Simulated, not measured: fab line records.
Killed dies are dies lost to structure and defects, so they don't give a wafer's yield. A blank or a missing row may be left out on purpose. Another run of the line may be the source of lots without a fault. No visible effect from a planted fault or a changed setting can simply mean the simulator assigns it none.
Check for tools in common | flow nand-harc | 1 lot, 3 wafers sampled

== REASON FOR OPENING ==
At NHARC_END_SORT_01 the reading killed-at-periphery is flagged on 1 of 1 lot. Wafers without a fault read 2.9, standard deviation 1.9.
Rule: a lot is flagged in two cases, either no wafer of it has a number, or all its wafers with numbers fall more than 4 standard deviations from that mean. All remaining lots are regarded as sound.

lot  | measured     | on        | killed-at-periphery, wafer by wafer | flag
L215 | day 21 10:02 | prober-01 | 647 653 640                         | FLAGGED
The numbers of the flagged lots are 646.7 on average: +643.8 against the usual, or +99 or more standard deviations.

== TOOL THAT RAN EACH LOT ==
The record holds 4 process steps before the reading, out of a route of 1159 steps. Each cell gives the tool, then ch followed by the chambers the sampled wafers passed through, then the start.
lot  | flag    | NHARC_P_GATE_EXPOSE_56           | NHARC_P_GATE_DESCUM_93          | NHARC_P_GATE_STRIP_95               | NHARC_P_GATE_RTA_64
L215 | FLAGGED | krf-scanner-04 ch 0, day 7 11:47 | rie-diel-07 ch 0,2, day 7 13:41 | plasma-asher-01 ch 0,1, day 7 14:46 | rtp-anneal-01 ch 0, day 7 15:20
What is done by these steps:
- NHARC_P_GATE_EXPOSE_56: exposes mask P PSD, target cd 720 nm.
- NHARC_P_GATE_DESCUM_93: chemistry O2, time 3 s.
- NHARC_P_GATE_STRIP_95: strips in O2.
- NHARC_P_GATE_RTA_64: time 1 s.
- NHARC_END_SORT_01

== FLAGGED OVER TOTAL, TOOL BY TOOL (the gauges that took the reading come last) ==
step                   | tool            | lots run | flagged | share of the flagged lots | sound lots run after its first flagged lot
NHARC_P_GATE_EXPOSE_56 | krf-scanner-04  | 1        | 1       | all                       | 0
NHARC_P_GATE_DESCUM_93 | rie-diel-07     | 1        | 1       | all                       | 0
NHARC_P_GATE_STRIP_95  | plasma-asher-01 | 1        | 1       | all                       | 0
NHARC_P_GATE_RTA_64    | rtp-anneal-01   | 1        | 1       | all                       | 0
NHARC_END_SORT_01      | prober-01       | 1        | 1       | all                       | 0

== WHAT THE TABLE PERMITS ==
5 rows of the table ran every flagged lot: krf-scanner-04 at NHARC_P_GATE_EXPOSE_56, rie-diel-07 at NHARC_P_GATE_DESCUM_93, plasma-asher-01 at NHARC_P_GATE_STRIP_95, rtp-anneal-01 at NHARC_P_GATE_RTA_64, prober-01 at NHARC_END_SORT_01.
- krf-scanner-04 at NHARC_P_GATE_EXPOSE_56: 1 of its 1 lot flagged. Because this sample shows no sound lot run on it before its first flagged lot, the start cannot be pinned down more closely.
- rie-diel-07 at NHARC_P_GATE_DESCUM_93: 1 of its 1 lot flagged. Because this sample shows no sound lot run on it before its first flagged lot, the start cannot be pinned down more closely.
- plasma-asher-01 at NHARC_P_GATE_STRIP_95: 1 of its 1 lot flagged. Because this sample shows no sound lot run on it before its first flagged lot, the start cannot be pinned down more closely.
- rtp-anneal-01 at NHARC_P_GATE_RTA_64: 1 of its 1 lot flagged. Because this sample shows no sound lot run on it before its first flagged lot, the start cannot be pinned down more closely.
- prober-01 at NHARC_END_SORT_01: 1 of its 1 lot flagged. Because this sample shows no sound lot run on it before its first flagged lot, the start cannot be pinned down more closely.
Counting lots can't tell these 5 tools apart, because each fits a fault that began at some hour. More lots, or a look at what each step does to the wafer, might.

== WHAT THE SIMULATOR HAD INSERTED ==
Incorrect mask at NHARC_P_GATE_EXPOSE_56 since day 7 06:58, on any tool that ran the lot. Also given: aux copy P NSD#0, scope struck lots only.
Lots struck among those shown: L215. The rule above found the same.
